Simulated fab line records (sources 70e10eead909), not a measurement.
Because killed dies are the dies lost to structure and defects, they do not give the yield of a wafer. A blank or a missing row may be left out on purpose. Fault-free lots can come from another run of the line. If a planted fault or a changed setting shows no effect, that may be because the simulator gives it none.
Comparing a struck lot with a sound one || flow nand harc || 34 out of 1302 route steps
Sound: wafers L836.1, L836.2, L836.5. Wafers L851.3, L851.4, L851.6 were the ones struck. The cause comes at the end.
Order at every step that has rows: each side's tool, ch and its chambers, its first start. Under that, the readings that differ: sound wafers || struck wafers || difference of the means || sigmas: that difference in standard deviations of wafers without a fault.
alike: readings with means less than 2 such deviations apart, plus words and numbers identical on both sides. not compared: withheld readings, readings lacking a value on some wafer, bounds such as >300 that could conceal the same value, and numbers that have no deviation in the record and whose values overlap.
The two part at a step that has a row with sigmas, a row that says differs or no value, or rows on one side only. Numbers that don't overlap but have no deviation are shown without sigmas and don't part them. A reading missing from all wafers of one side parts the sides only when that side holds two or more wafers.

first, 2 steps without rows for these wafers: NHARC_A_SLIT_PRECLEAN_19 (cleans in SC1); NHARC_A_SLIT_SRD_20.
NHARC_A_SLIT_CD_MEAS_21:
  sound on cd sem-01, day 21 20:19; struck on cd sem-03, day 28 04:44
  alike: cd nm
then, 3 steps without rows for these wafers: NHARC_A_SIN_REMOVE_WET_00 (chemistry H3PO4, time 15300 s); NHARC_A_SIN_REMOVE_PRECLEAN_01 (cleans in SC1); NHARC_A_SIN_REMOVE_SRD_02.
NHARC_A_SIN_REMOVE_INSPECT_04:
  sound on defect inspect-02, day 22 02:58; struck on defect inspect-02, day 28 14:38
  alike: raw defect count
then, 1 step without rows for these wafers: NHARC_A_WL_FILL_ALD_00 (deposits Al2O3, target thk 3 nm, pulse time 3 s, ald cycles 30).
NHARC_A_WL_FILL_RTA_01: time 5 s.
  sound on rtp anneal-02 ch 0, day 22 04:04; struck on rtp anneal-01 ch 0, day 28 15:01
{"reading": "lamp power pct (%)", "sound": "29.26 29.26 29.23", "struck": "28.99 28.98 28.95", "difference": -0.28, "sigmas": -3}
{"reading": "wafer_temp_C_max", "sound": "1002.9 1002.7 1003.3", "struck": "1005.5 1006.5 1004.2", "difference": "+2.4", "sigmas": "+2"}
then, 1 step without rows for these wafers: NHARC_A_WL_FILL_ALD_02 (deposits TiN, target thk 2 nm, pulse time 3 s, ald cycles 100).
NHARC_A_WL_FILL_CVD_03: deposits W, target thk 40 nm, time 279 s.
  sound on cvd w-02 ch 0,1, day 22 04:43; struck on cvd w-02 ch 0,1, day 28 15:43
  alike: heater power w, throttle valve pct
then, 1 step without rows for these wafers: NHARC_A_WL_FILL_ETCHBACK_04 (etches the open film in NF3, target depth 60 nm, time 120 s).
NHARC_A_WL_FILL_ETCHBACK_05: etches the open film in Cl2/BCl3, target depth 22 nm, time 60 s.
  sound on rie metal-02 ch 0,1, day 22 05:20; struck on rie metal-01 ch 0,1, day 28 16:15
  alike: drypump motor current A, oes product au, temp c
  not compared: rf hours counter h
NHARC_A_WL_FILL_STRIP_27: strips in N2/H2, time 20 s.
  sound on plasma asher-01 ch 0,1, day 22 05:28; struck on plasma asher-01 ch 0,1, day 28 16:25
  alike: drypump motor current A, heater power w, temp c
  not compared: rf hours counter h
then, 4 steps without rows for these wafers: NHARC_A_WL_FILL_STRIP_28 (strips in post etch residue remover, time 1200 s); NHARC_A_WL_FILL_PRECLEAN_06 (cleans in DIW, time 300 s); NHARC_A_WL_FILL_SRD_07; NHARC_A_WL_FILL_ANNEAL_08 (time 1800 s).
NHARC_A_WL_FILL_ALD_10: deposits SiO2, target thk 50 nm, pulse time 10 s, ald cycles 500.
  sound on ald hk-04 ch 1,3, day 22 11:22; struck on ald hk-04 ch 1,2, day 28 23:25
  alike: heater power w, precursor pulse height rel
then, 10 steps without rows for these wafers: NHARC_A_WL_FILL_ETCHBACK_16 (etches the open film in C4F8/O2/Ar, target depth 120 nm, time 24 s); NHARC_A_WL_FILL_STRIP_29 (strips in O2, time 20 s); NHARC_A_WL_FILL_ETCHBACK_17 (etches the open film in Cl2/BCl3, target depth 4 nm, time 26.7 s); NHARC_A_WL_FILL_PRECLEAN_18 (cleans in dHF, time 30 s); NHARC_A_WL_FILL_SRD_21; NHARC_A_WL_FILL_CVD_23 (deposits poly-Si, target thk 40 nm, time 800 s); NHARC_A_WL_FILL_ETCHBACK_26 (etches the open film in HBr, target depth 52 nm, time 13.3 s); NHARC_A_WL_FILL_PRECLEAN_30 (cleans in dHF, time 10 s); NHARC_A_WL_FILL_SRD_14; NHARC_A_WL_FILL_ALD_19 (deposits TiN, target thk 2 nm, pulse time 3 s, ald cycles 100).
NHARC_A_WL_FILL_CVD_20: deposits W, target thk 100 nm, time 74 s.
  sound: cvd w-01 ch 0,1; struck: cvd w-01 ch 0,1
  alike: heater power w, throttle valve pct
then, 2 steps without rows for these wafers: NHARC_A_WL_FILL_CMP_12 (polishes, t overpolish 30 s, target thk 100 nm); NHARC_A_WL_FILL_SRD_31.
NHARC_A_WL_FILL_INSPECT_15:
  sound on defect inspect-01, day 22 22:02; struck on defect inspect-02, day 29 10:51
  alike: raw defect count
-- break in the record here, with 3 days between the starts of the struck wafers on either side (left off in module A_WL_FILL, picked up again in module END, where the first step shown is number 1302 on the route) --
NHARC_END_SORT_01:
  only the struck wafers appear in the record here, on prober-02 ch 0 at day 32 22:34; the sound ones have no rows

## WHERE THEY PART
Earliest at NHARC_A_WL_FILL_RTA_01; latest, in this record, at NHARC_END_SORT_01.

WHY: whatever the simulator had introduced
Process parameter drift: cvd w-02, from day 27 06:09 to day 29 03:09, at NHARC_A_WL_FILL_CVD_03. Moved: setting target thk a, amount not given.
